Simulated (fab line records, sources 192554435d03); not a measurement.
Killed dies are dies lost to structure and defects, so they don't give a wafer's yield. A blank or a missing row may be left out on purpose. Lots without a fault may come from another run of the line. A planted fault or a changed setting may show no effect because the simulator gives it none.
Which tool did it? | flow n5_finfet | 10 lots, 30 wafers sampled, at 6 steps of a route of 1938

WHAT THE GAUGES READ, wafer by wafer
N5_BEOL_M4_RC_MEAS_101. Usual: DIBL_N 36.0 mV/V, standard deviation 1.7; DIBL_P 36.0 mV/V, standard deviation 2; IOFF_N 0.156 nA/um, standard deviation 0.028; IOFF_P 0.21 nA/um, standard deviation 0.04; ION_N 673 uA/um, standard deviation 12; ION_P 463 uA/um, standard deviation 8.3; SS_N 71.4 mV/dec, standard deviation 0.6; SS_P 73.3 mV/dec, standard deviation 0.66; VT_N 250 mV, standard deviation 3; VT_P -250 mV, standard deviation 3.8.
lot  | measured     | on        | DIBL_N (mV/V)  | DIBL_P (mV/V)  | IOFF_N (nA/um)    | IOFF_P (nA/um) | ION_N (uA/um) | ION_P (uA/um) | SS_N (mV/dec)  | SS_P (mV/dec)  | VT_N (mV)   | VT_P (mV)      | flag
L583 | day 8 01:18  | prober-02 | 35.8 38.5 35.0 | 35.5 39.1 35.3 | 0.155 0.207 0.146 | 0.16 0.22 0.17 | 674 680 668   | 460 454 454   | 72.5 72.3 70.5 | 73.2 74.7 73.0 | 250 248 248 | -257 -251 -256 |
L582 | day 8 05:31  | prober-01 | 33.3 35.7 35.2 | 32.2 35.4 34.4 | 0.102 0.135 0.136 | 0.17 0.20 0.20 | 653 654 666   | 460 456 459   | 70.6 72.1 71.4 | 72.2 73.7 72.7 | 256 254 254 | -253 -251 -249 |
L586 | day 8 22:27  | prober-01 | 34.8 37.8 35.3 | 33.7 38.1 34.2 | 0.118 0.169 0.136 | 0.18 0.24 0.18 | 652 669 672   | 454 465 463   | 71.3 72.4 71.1 | 73.1 73.7 72.9 | 255 250 250 | -252 -246 -252 |
L587 | day 9 11:20  | prober-02 | 39.3 36.9 38.1 | 39.6 36.2 36.6 | 0.205 0.154 0.160 | 0.27 0.21 0.21 | 676 662 662   | 471 456 455   | 72.0 71.2 71.5 | 75.0 74.1 74.0 | 248 254 254 | -247 -253 -254 |
L588 | day 9 17:29  | prober-01 | 36.7 38.2 37.4 | 35.6 37.2 36.1 | 0.160 0.192 0.167 | 0.20 0.23 0.21 | 682 669 680   | 462 458 463   | 72.3 71.8 71.4 | 72.7 73.3 73.8 | 249 245 247 | -252 -249 -249 |
L598 | day 12 10:09 | prober-02 | 38.8 37.1 37.9 | 38.5 36.2 36.2 | 0.179 0.156 0.163 | 0.24 0.22 0.22 | 675 687 672   | 463 470 460   | 71.9 71.3 71.2 | 73.6 72.2 72.9 | 249 248 251 | -250 -248 -249 |
L599 | day 12 11:52 | prober-01 | 34.1 33.2 32.0 | 35.3 33.7 32.7 | 0.130 0.116 0.098 | 0.16 0.15 0.13 | 660 672 652   | 447 451 450   | 71.4 71.2 70.7 | 72.9 72.9 72.6 | 252 251 257 | -257 -256 -257 |
L600 | day 13 01:37 | prober-02 | 34.4 35.9 34.5 | 34.3 36.0 33.9 | 0.118 0.145 0.125 | 0.18 0.21 0.18 | 667 662 662   | 462 456 463   | 70.8 71.1 71.1 | 72.6 73.1 72.5 | 256 250 252 | -251 -251 -252 |
L602 | day 13 08:37 | prober-02 | 34.3 34.2 34.4 | 34.3 33.8 34.6 | 0.137 0.136 0.143 | 0.20 0.19 0.21 | 671 672 675   | 463 468 472   | 71.6 70.3 70.9 | 73.4 72.6 73.2 | 252 250 249 | -247 -249 -245 |
L601 | day 13 12:47 | prober-01 | 38.1 37.2 38.8 | 38.5 36.4 38.3 | 0.208 0.179 0.202 | 0.24 0.20 0.25 | 692 673 686   | 468 455 466   | 71.7 71.9 72.1 | 73.9 73.5 74.6 | 247 249 246 | -249 -254 -250 |

WHICH TOOL RAN EACH LOT (tool, then ch and the chambers of the sampled wafers, then the start)
lot  | N5_BEOL_M3_SPUTTER_88        | N5_BEOL_M3_SPUTTER_90        | N5_BEOL_M3_SPUTTER_92        | N5_BEOL_M3_ECD_50              | N5_BEOL_M3_CMP_52
L583 | pvd_sputter-03, day 7 13:58  | pvd_sputter-03, day 7 14:11  | pvd_sputter-03, day 7 14:24  | ecd_cu-02 ch 1, day 7 14:58    | cmp-04 ch 1,2,3, day 7 15:20
L582 | pvd_sputter-02, day 7 16:30  | pvd_sputter-02, day 7 16:43  | pvd_sputter-02, day 7 16:56  | ecd_cu-02 ch 0,1, day 7 17:29  | cmp-03 ch 0,1, day 7 17:52
L586 | pvd_sputter-02, day 8 11:17  | pvd_sputter-02, day 8 11:31  | pvd_sputter-02, day 8 11:44  | ecd_cu-02 ch 0,1, day 8 12:17  | cmp-03 ch 1,2,3, day 8 12:40
L587 | pvd_sputter-01, day 9 00:52  | pvd_sputter-01, day 9 01:05  | pvd_sputter-01, day 9 01:18  | ecd_cu-02 ch 0,1, day 9 01:52  | cmp-04 ch 0,2,3, day 9 02:19
L588 | pvd_sputter-02, day 9 06:29  | pvd_sputter-02, day 9 06:43  | pvd_sputter-02, day 9 06:56  | ecd_cu-02 ch 0,1, day 9 07:29  | cmp-03 ch 0,3, day 9 07:53
L598 | pvd_sputter-03, day 11 22:53 | pvd_sputter-03, day 11 23:06 | pvd_sputter-03, day 11 23:19 | ecd_cu-02 ch 0,1, day 11 23:53 | cmp-03 ch 0,1,3, day 12 00:16
L599 | pvd_sputter-03, day 12 00:43 | pvd_sputter-03, day 12 00:56 | pvd_sputter-03, day 12 01:10 | ecd_cu-01 ch 1, day 12 01:43   | cmp-01 ch 1,3, day 12 02:08
L600 | pvd_sputter-03, day 12 04:11 | pvd_sputter-03, day 12 04:25 | pvd_sputter-03, day 12 04:38 | ecd_cu-02 ch 0,1, day 12 05:11 | cmp-01 ch 0,1,3, day 12 05:40
L602 | pvd_sputter-03, day 12 07:52 | pvd_sputter-03, day 12 08:05 | pvd_sputter-03, day 12 08:19 | ecd_cu-02 ch 0,1, day 12 08:52 | cmp-03 ch 1,2,3, day 12 09:17
L601 | pvd_sputter-03, day 12 15:37 | pvd_sputter-03, day 12 15:50 | pvd_sputter-03, day 12 16:03 | ecd_cu-02 ch 0,1, day 12 16:37 | cmp-04 ch 0,2,3, day 12 17:00
- N5_BEOL_M3_SPUTTER_88: material Cu, target thk 4.5 nm, time 8.29 s.
- N5_BEOL_M3_SPUTTER_90: material Cu, target thk 4.5 nm, time 8.29 s.
- N5_BEOL_M3_SPUTTER_92: material Cu, target thk 4.5 nm, time 8.29 s.
- N5_BEOL_M3_ECD_50: material Cu, target thk 300 nm.
- N5_BEOL_M3_CMP_52: polishes, stops on SiOC, t overpolish 6.8 s, target thk 40 nm.

WHAT THE TOOLS THEMSELVES READ (means of the sampled wafers that have a number; where no wafer has one, the mark that the record gives instead)
N5_BEOL_M3_SPUTTER_88. Usual: throttle_valve_pct 29.9 %, standard deviation 1.1.
lot  | tool           | throttle_valve_pct (%) | flag
L583 | pvd_sputter-03 | 30.3                   |
L582 | pvd_sputter-02 | 28.9                   |
L586 | pvd_sputter-02 | 29.1                   |
L587 | pvd_sputter-01 | 30.6                   |
L588 | pvd_sputter-02 | 29.5                   |
L598 | pvd_sputter-03 | 30.3                   |
L599 | pvd_sputter-03 | 30.3                   |
L600 | pvd_sputter-03 | 29.5                   |
L602 | pvd_sputter-03 | 30.4                   |
L601 | pvd_sputter-03 | 29.5                   |

N5_BEOL_M3_SPUTTER_90. Usual: throttle_valve_pct 30.0 %, standard deviation 1.1.
lot  | tool           | throttle_valve_pct (%) | flag
L583 | pvd_sputter-03 | 30.4                   |
L582 | pvd_sputter-02 | 28.8                   |
L586 | pvd_sputter-02 | 29.1                   |
L587 | pvd_sputter-01 | 30.5                   |
L588 | pvd_sputter-02 | 29.2                   |
L598 | pvd_sputter-03 | 30.5                   |
L599 | pvd_sputter-03 | 30.3                   |
L600 | pvd_sputter-03 | 29.7                   |
L602 | pvd_sputter-03 | 30.3                   |
L601 | pvd_sputter-03 | 29.7                   |

N5_BEOL_M3_SPUTTER_92. Usual: throttle_valve_pct 29.9 %, standard deviation 1.1.
lot  | tool           | throttle_valve_pct (%) | flag
L583 | pvd_sputter-03 | 30.3                   |
L582 | pvd_sputter-02 | 28.8                   |
L586 | pvd_sputter-02 | 29.2                   |
L587 | pvd_sputter-01 | 30.6                   |
L588 | pvd_sputter-02 | 29.3                   |
L598 | pvd_sputter-03 | 30.4                   |
L599 | pvd_sputter-03 | 30.4                   |
L600 | pvd_sputter-03 | 29.7                   |
L602 | pvd_sputter-03 | 30.2                   |
L601 | pvd_sputter-03 | 29.7                   |

N5_BEOL_M3_CMP_52. Usual: motor_current_A 6.1 A, standard deviation 0.47; time_to_endpoint_s 62.4 s, standard deviation 2.6.
lot  | tool   | motor_current_A (A) | time_to_endpoint_s (s) | flag
L583 | cmp-04 | 6.3                 | 63.0                   |
L582 | cmp-03 | 5.7                 | 62.0                   |
L586 | cmp-03 | 6.1                 | 78.6                   | OFF
L587 | cmp-04 | 6.1                 | 90.8                   | OFF
L588 | cmp-03 | 5.8                 | 94.6                   | OFF
L598 | cmp-03 | 5.9                 | 60.6                   |
L599 | cmp-01 | 6.7                 | 62.0                   |
L600 | cmp-01 | 6.3                 | 62.0                   |
L602 | cmp-03 | 6.1                 | 60.8                   |
L601 | cmp-04 | 6.1                 | 59.3                   |

THE ANSWER, worked out from the rows above alone
Rule: a lot is off if the mean of its wafers that have a number lies more than 3 standard deviations from the usual mean. A lot without any number at a reading at which 4 lots or more have one is off too. The other lots that the step has rows for count as sound. The gauges are gone through in route order, then the tools' own readings, and for those a lot's mean is taken as printed above. The first step at which some lot is off is used, and at that step the reading that is off furthest; a lot without a number counts as furthest.
Off: L586, L587, L588, at N5_BEOL_M3_CMP_52 (time_to_endpoint_s).
A tool fits if, at that step or a process step before it, it ran every lot that is off, and no sound lot after the first of them. None of those tried fits.

WHAT THE SIMULATOR HAD PUT IN
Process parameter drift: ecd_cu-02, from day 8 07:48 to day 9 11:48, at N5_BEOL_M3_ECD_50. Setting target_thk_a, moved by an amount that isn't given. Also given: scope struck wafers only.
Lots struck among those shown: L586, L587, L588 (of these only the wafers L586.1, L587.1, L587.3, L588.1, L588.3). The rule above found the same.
